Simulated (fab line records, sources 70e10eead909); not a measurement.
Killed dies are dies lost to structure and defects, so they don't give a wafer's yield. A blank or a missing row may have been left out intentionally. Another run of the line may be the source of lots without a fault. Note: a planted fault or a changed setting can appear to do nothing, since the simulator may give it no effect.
Struck lot and sound lot, side by side :: flow nand-harc :: 15 steps out of a route of 1302
Sound: these wafers, L424.3, L424.4, L424.6. Struck: wafer L438.1. (L438.4, L438.6 of the same lot were not struck and are left out.) The cause comes at the end.
For every step that has rows: the tool of each side, followed by ch and its chambers, followed by its first start. Under that, the readings that differ: sound wafers :: struck wafers :: difference of the means :: sigmas: that difference in standard deviations of wafers without a fault.
alike: readings with means less than 2 such deviations apart, plus words and numbers identical on both sides. not compared: withheld readings, readings lacking a value on some wafer, bounds such as >300 that could conceal the same value, and numbers that have no deviation in the record and whose values overlap.
Wherever a step has rows on one side only, a row that says differs or no value, or a row with sigmas, the two part there. When numbers do not overlap yet have no deviation, they are printed without sigmas and do not part them. Lack of a reading on every wafer of one side parts them only where that side has two or more wafers.

first, 1 step without rows for these wafers: NHARC_A_CHANNEL_HOLE_D1_STRIP_43 (strips in O2/COS).
NHARC_A_CHANNEL_HOLE_D1_ETCH_44: etches the open film in CF4/O2, target depth 140 nm, overetch 14 nm, time 77 s.
  sound on rie-diel-07 ch 0,2, day 10 14:15; struck on rie-diel-11 ch 1, day 16 11:01
  alike: bias-w, chamber-pressure-mTorr, drypump-motor-current-A, oes_f_703_au, oes_o_777_au, oes-product-au, rf-vpp-V, showerhead-plenum-p-Torr, throttle-valve-pct
  not compared: rf-hours-counter-h
NHARC_A_CHANNEL_HOLE_D1_STRIP_27: strips in O2.
  sound on rie-diel-07 ch 0,1,3; struck on rie-diel-11 ch 3
reading: showerhead-plenum-p-Torr (Torr)
sound: 3.45 3.35 3.59
struck: 3.79
difference: +0.33
sigmas: +3
  alike: chamber-pressure-mTorr, drypump-motor-current-A, oes-product-au, rf-vpp-V, throttle-valve-pct
  not compared: rf-hours-counter-h
then, 2 steps without rows for these wafers: NHARC_A_CHANNEL_HOLE_D1_PRECLEAN_28 (cleans in SC1); NHARC_A_CHANNEL_HOLE_D1_SRD_29.
NHARC_A_CHANNEL_HOLE_D1_CD_MEAS_30:
  sound: cd-sem-01 at day 10 15:02; struck: cd-sem-01 at day 16 11:49
  alike: cd-nm
NHARC_A_CHANNEL_HOLE_D1_XSEM_31:
  sound on xsem-02 ch 0, day 10 15:08; struck on xsem-02 ch 0, day 16 11:55
  alike: bot-cd-nm, bow-nm, tilt-deg
NHARC_A_CHANNEL_HOLE_D1_INSPECT_40:
  sound: defect-inspect-02 at day 10 15:13; struck: defect-inspect-02 at day 16 12:01
reading: raw-defect-count
sound: 125 125 114
struck: 57
difference: -64
sigmas: -3
then, 2 steps without rows for these wafers: NHARC_A_CHANNEL_FILL_D1_PRECLEAN_00 (cleans in SC1); NHARC_A_CHANNEL_FILL_D1_SRD_01.
NHARC_A_CHANNEL_FILL_D1_ALD_02: deposits SiO2, target thk 6 nm, pulse time 10 s, ald cycles 60.
  sound on ald-hk-04 ch 0,3, day 10 15:25; struck on ald-hk-03 ch 3, day 16 12:12
  alike: heater-power-w, precursor-pulse-height-rel
  not compared: ald-cycles
then, 1 step without rows for these wafers: NHARC_A_CHANNEL_FILL_D1_ALD_03 (deposits SiNx, target thk 6 nm, pulse time 60 s, ald cycles 58).
NHARC_A_CHANNEL_FILL_D1_ALD_14: deposits SiO2, target thk 2.5 nm, pulse time 10 s, ald cycles 25.
  sound on ald-hk-04 ch 1,2,3, day 10 21:29; struck on ald-hk-04 ch 1, day 16 18:56
reading: ald-cycles
sound: 25 25 25
struck: 39
difference: +14
sigmas: 
  alike: heater-power-w, precursor-pulse-height-rel
NHARC_A_CHANNEL_FILL_D1_ALD_15: deposits SiNx, target thk 2 nm, pulse time 60 s, ald cycles 19.
  sound on ald-sin-batch-01 ch 0; struck on ald-sin-batch-01 ch 0
  alike: precursor-pulse-height-rel
  not compared: ald-cycles
after that, 1 step had no rows for these wafers: NHARC_END_SORT_01.

== WHERE THEY PART ==
Earliest at NHARC_A_CHANNEL_HOLE_D1_STRIP_27; latest, in this record, at NHARC_A_CHANNEL_HOLE_D1_INSPECT_40. Later steps at which nothing parts them and some readings are alike: NHARC_A_CHANNEL_FILL_D1_ALD_02, NHARC_A_CHANNEL_FILL_D1_ALD_14, NHARC_A_CHANNEL_FILL_D1_ALD_15.

WHY: what the simulator had put in
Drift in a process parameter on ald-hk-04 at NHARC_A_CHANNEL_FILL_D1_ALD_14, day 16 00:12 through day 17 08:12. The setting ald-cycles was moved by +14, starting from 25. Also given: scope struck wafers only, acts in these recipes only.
